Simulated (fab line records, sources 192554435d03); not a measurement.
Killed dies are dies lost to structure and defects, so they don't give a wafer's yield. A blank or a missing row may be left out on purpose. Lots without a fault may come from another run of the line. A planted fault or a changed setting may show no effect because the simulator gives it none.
Which tool did it? | flow n5_finfet | 7 lots, 21 wafers sampled, at 9 steps of a route of 1938

WHAT THE GAUGES READ, wafer by wafer
N5_DUMMY_GATE_CD_MEAS_15: target cd 25.8 nm.
lot  | measured    | on        | cd_nm (nm)
L922 | day 3 17:08 | cd_sem-02 | 25.36 24.98 25.07
L931 | day 5 21:58 | cd_sem-03 | 25.12 24.96 25.45
L932 | day 6 05:19 | cd_sem-03 | 24.80 25.12 24.75
L934 | day 6 15:59 | cd_sem-03 | 24.83 24.99 25.22
L936 | day 7 10:50 | cd_sem-01 | 25.16 25.00 24.95
L940 | day 8 05:40 | cd_sem-03 | 25.39 25.03 25.22
L941 | day 8 13:52 | cd_sem-03 | 24.41 24.81 24.75

N5_DUMMY_GATE_INSPECT_27: inspects for defects (brightfield).
lot  | measured    | on                | raw_defect_count
L922 | day 3 18:26 | defect_inspect-02 | 236 336 270
L931 | day 5 23:15 | defect_inspect-01 | 1088 1194 1067
L932 | day 6 06:41 | defect_inspect-02 | 993 942 967
L934 | day 6 17:37 | defect_inspect-01 | 391 295 287
L936 | day 7 12:13 | defect_inspect-01 | 294 395 268
L940 | day 8 07:13 | defect_inspect-01 | 284 308 447
L941 | day 8 15:11 | defect_inspect-01 | 297 330 222

N5_SPACER0_INSPECT_04: inspects for defects (darkfield).
lot  | measured    | on                | raw_defect_count
L922 | day 3 19:02 | defect_inspect-02 | 114 146 139
L931 | day 5 23:51 | defect_inspect-02 | 850 917 868
L932 | day 6 07:59 | defect_inspect-01 | 844 836 822
L934 | day 6 18:13 | defect_inspect-01 | 179 135 169
L936 | day 7 12:49 | defect_inspect-01 | 141 162 123
L940 | day 8 09:02 | defect_inspect-01 | 117 165 177
L941 | day 8 18:16 | defect_inspect-02 | 146 153 90

N5_SD_EPI_N_INSPECT_11: inspects for defects (macro).
lot  | measured    | on                | raw_defect_count
L922 | day 3 19:29 | defect_inspect-01 | 4 0 3
L931 | day 6 05:24 | defect_inspect-01 | >300 >300 >300
L932 | day 6 08:27 | defect_inspect-02 | >300 >300 >300
L934 | day 6 18:40 | defect_inspect-01 | 1 3 7
L936 | day 7 13:16 | defect_inspect-01 | 2 3 0
L940 | day 8 09:29 | defect_inspect-01 | 0 3 2
L941 | day 8 18:46 | defect_inspect-02 | 2 0 1

N5_SD_EPI_N_INSPECT_26: inspects for defects (darkfield).
lot  | measured    | on                | raw_defect_count
L922 | day 3 23:38 | defect_inspect-01 | 194 219 215
L931 | day 6 12:35 | defect_inspect-02 | 901 970 920
L932 | day 6 13:41 | defect_inspect-01 | 916 915 881
L934 | day 6 23:50 | defect_inspect-02 | 248 199 269
L936 | day 7 19:02 | defect_inspect-01 | 217 288 168
L940 | day 8 14:34 | defect_inspect-01 | 176 228 230
L941 | day 8 23:31 | defect_inspect-01 | 250 271 166

N5_BEOL_M4_RC_MEAS_101.
lot  | measured     | on        | DIBL_N (mV/V)  | DIBL_P (mV/V)  | IOFF_N (nA/um)    | IOFF_P (nA/um)    | ION_N (uA/um) | ION_P (uA/um) | SS_N (mV/dec)  | SS_P (mV/dec)  | VT_N (mV)         | VT_P (mV)
L922 | day 8 06:36  | prober-02 | 37.0 35.4 34.7 | 37.7 36.0 35.2 | 0.187 0.150 0.138 | 0.214 0.183 0.173 | 688 673 665   | 461 456 456   | 72.5 71.9 71.7 | 73.3 73.1 72.8 | 246.9 251.1 250.6 | -248.0 -253.8 -253.1
L931 | day 11 07:54 | prober-02 | 37.8 36.2 37.2 | 36.6 35.0 35.5 | 0.164 0.148 0.161 | 0.201 0.183 0.202 | 673 663 663   | 456 451 451   | 71.4 71.5 72.0 | 73.5 73.3 73.1 | 248.8 250.9 250.2 | -251.1 -253.0 -249.0
L932 | day 11 14:11 | prober-02 | 36.5 37.9 38.2 | 37.6 39.0 39.6 | 0.160 0.177 0.188 | 0.190 0.217 0.213 | 662 671 659   | 452 462 452   | 71.1 71.5 72.3 | 73.3 73.3 73.2 | 250.8 249.7 244.9 | -252.2 -253.4 -249.8
L934 | day 11 19:55 | prober-02 | 36.7 35.7 34.9 | 37.1 36.7 35.7 | 0.162 0.147 0.131 | 0.224 0.218 0.195 | 672 673 666   | 470 466 462   | 71.6 71.1 71.6 | 73.3 73.3 73.3 | 249.7 252.8 253.9 | -247.1 -246.9 -247.2
L936 | day 12 18:50 | prober-02 | 35.7 35.6 35.6 | 36.6 36.9 36.2 | 0.176 0.173 0.174 | 0.214 0.209 0.202 | 678 675 682   | 460 461 459   | 71.9 72.3 72.5 | 73.4 73.1 73.6 | 248.0 249.2 247.9 | -253.1 -250.9 -251.1
L940 | day 13 12:11 | prober-01 | 36.0 37.5 36.9 | 36.4 38.9 38.2 | 0.163 0.194 0.180 | 0.219 0.256 0.244 | 675 671 674   | 461 460 465   | 71.3 71.9 71.4 | 73.2 73.7 73.9 | 246.9 245.0 247.3 | -248.3 -248.7 -248.9
L941 | day 13 14:47 | prober-02 | 38.4 39.1 37.7 | 38.8 39.1 37.5 | 0.186 0.205 0.175 | 0.236 0.240 0.207 | 677 685 684   | 466 467 463   | 71.4 72.2 71.6 | 73.5 73.5 72.5 | 249.3 246.7 248.6 | -249.4 -248.1 -252.9

WHICH TOOL RAN EACH LOT (tool, then ch and the chambers of the sampled wafers, then the start)
lot  | N5_DUMMY_GATE_ETCH_37             | N5_DUMMY_GATE_TRIM_49           | N5_DUMMY_GATE_ETCH_31
L922 | rie_diel-02 ch 2,3, day 3 17:25   | rie_si-04 ch 0,3, day 3 17:30   | rie_diel-06 ch 0,2,3, day 3 17:42
L931 | rie_diel-02 ch 0,1, day 5 22:14   | rie_si-04 ch 0,1,2, day 5 22:19 | rie_diel-02 ch 0,3, day 5 22:31
L932 | rie_diel-05 ch 1,2,3, day 6 05:35 | rie_si-04 ch 0,2,3, day 6 05:40 | rie_diel-05 ch 0,1,3, day 6 05:53
L934 | rie_diel-05 ch 1,2,3, day 6 16:28 | rie_si-01 ch 0,1,2, day 6 16:32 | rie_diel-02 ch 1,3, day 6 16:51
L936 | rie_diel-02 ch 0,2, day 7 11:06   | rie_si-05 ch 0,1,3, day 7 11:11 | rie_diel-05 ch 0,1,3, day 7 11:29
L940 | rie_diel-06 ch 0,1, day 8 06:02   | rie_si-05 ch 0,1,2, day 8 06:07 | rie_diel-05 ch 1,2,3, day 8 06:20
L941 | rie_diel-02 ch 1,3, day 8 14:09   | rie_si-05 ch 0,1, day 8 14:14   | rie_diel-06 ch 0,1,2, day 8 14:26
- N5_DUMMY_GATE_ETCH_37: etches SOC in N2/H2, target depth 60 nm, overetch 30 nm.
- N5_DUMMY_GATE_TRIM_49: chemistry O2, time 29 s, target cd 14 nm.
- N5_DUMMY_GATE_ETCH_31: etches SiO2 in C4F6/O2, target depth 82.5 nm, time 27.5 s.

WHAT THE TOOLS THEMSELVES READ (means of the sampled wafers that have a number; where no wafer has one, the mark that the record gives instead)
N5_DUMMY_GATE_ETCH_37.
lot  | tool        | bias_w (W) | drypump_motor_current_A (A) | n2_flow_sccm (sccm) | oes_product_au (a.u.) | rf_vpp_V (V) | showerhead_plenum_p_Torr (Torr) | throttle_valve_pct (%)
L922 | rie_diel-02 | 150.0      | 5.6                         | 200.3               | 0.63                  | 523.6        | 2.52                            | 17.66
L931 | rie_diel-02 | 150.0      | 5.4                         | 200.2               | 0.59                  | 524.8        | 2.57                            | 18.15
L932 | rie_diel-05 | 149.9      | 5.7                         | 200.3               | 0.58                  | 523.2        | 2.53                            | 18.14
L934 | rie_diel-05 | 149.7      | 5.7                         | 200.7               | 0.58                  | 523.7        | 2.53                            | 18.15
L936 | rie_diel-02 | 149.7      | 5.1                         | 200.6               | 0.68                  | 524.1        | 2.55                            | 17.74
L940 | rie_diel-06 | 149.9      | 5.6                         | 199.7               | 0.62                  | 522.2        | 2.49                            | 17.78
L941 | rie_diel-02 | 149.8      | 6.3                         | 199.9               | 0.69                  | 526.3        | 2.62                            | 17.60

N5_DUMMY_GATE_TRIM_49.
lot  | tool      | drypump_motor_current_A (A) | oes_product_au (a.u.) | throttle_valve_pct (%)
L922 | rie_si-04 | 6.0                         | 0.984                 | 8.12
L931 | rie_si-04 | 5.8                         | 1.014                 | 8.23
L932 | rie_si-04 | 5.8                         | 0.993                 | 8.16
L934 | rie_si-01 | 5.9                         | 0.984                 | 8.28
L936 | rie_si-05 | 5.6                         | 1.002                 | 8.28
L940 | rie_si-05 | 5.6                         | 1.009                 | 8.23
L941 | rie_si-05 | 5.8                         | 1.011                 | 8.26

N5_DUMMY_GATE_ETCH_31.
lot  | tool        | bias_w (W) | drypump_motor_current_A (A) | oes_product_au (a.u.) | rf_vpp_V (V) | showerhead_plenum_p_Torr (Torr) | throttle_valve_pct (%)
L922 | rie_diel-06 | 185.5      | 6.3                         | 0.88                  | 663          | 2.85                            | 21.05
L931 | rie_diel-02 | 184.5      | 5.6                         | 0.68                  | 654          | 2.77                            | 21.56
L932 | rie_diel-05 | 185.3      | 5.7                         | 0.72                  | 661          | 2.82                            | 21.27
L934 | rie_diel-02 | 184.9      | 6.2                         | 0.70                  | 663          | 2.93                            | 21.16
L936 | rie_diel-05 | 185.2      | 5.7                         | 0.70                  | 661          | 2.82                            | 21.28
L940 | rie_diel-05 | 184.8      | 5.6                         | 0.71                  | 662          | 2.83                            | 21.44
L941 | rie_diel-06 | 184.8      | 5.9                         | 0.79                  | 664          | 2.82                            | 21.10

THE ANSWER, worked out from the rows above alone
Rule: what is usual is taken from the lots themselves. Put in order of their means at a reading, lots are off if they are a third of the lots or fewer, leave a main group of 4 or more, and stand apart from it by a gap of 3 or more times the standard deviation of the main group's means; of several such gaps the widest counts. A main group whose means are all the same, to the digits that the tables above print for the reading, isn't used. A lot without any number at a reading at which 4 lots or more have one is off too. The other lots that the step has rows for count as sound. The gauges are gone through in route order, then the tools' own readings, and for those a lot's mean is taken as printed above. The first step at which some lot is off is used, and at that step the reading that is off furthest; a lot without a number counts as furthest.
Off: L931, L932, at N5_DUMMY_GATE_INSPECT_27 (raw_defect_count). The main group: mean 311, standard deviation 25.
A tool fits if, at a process step before that reading, it ran every lot that is off, and no sound lot after the first of them. The gauges at N5_DUMMY_GATE_INSPECT_27 are tried like those tools. One fits: rie_si-04 at N5_DUMMY_GATE_TRIM_49. Its last sound lot is L922 (day 3 17:30), its first lot that is off L931 (day 5 22:19): a fault that began between those two fits.

WHAT THE SIMULATOR HAD PUT IN
Chamber particle source: rie_si-04, from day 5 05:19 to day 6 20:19, at N5_DUMMY_GATE_TRIM_49. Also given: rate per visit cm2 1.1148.
Lots struck among those shown: L931, L932. The rule above found the same.
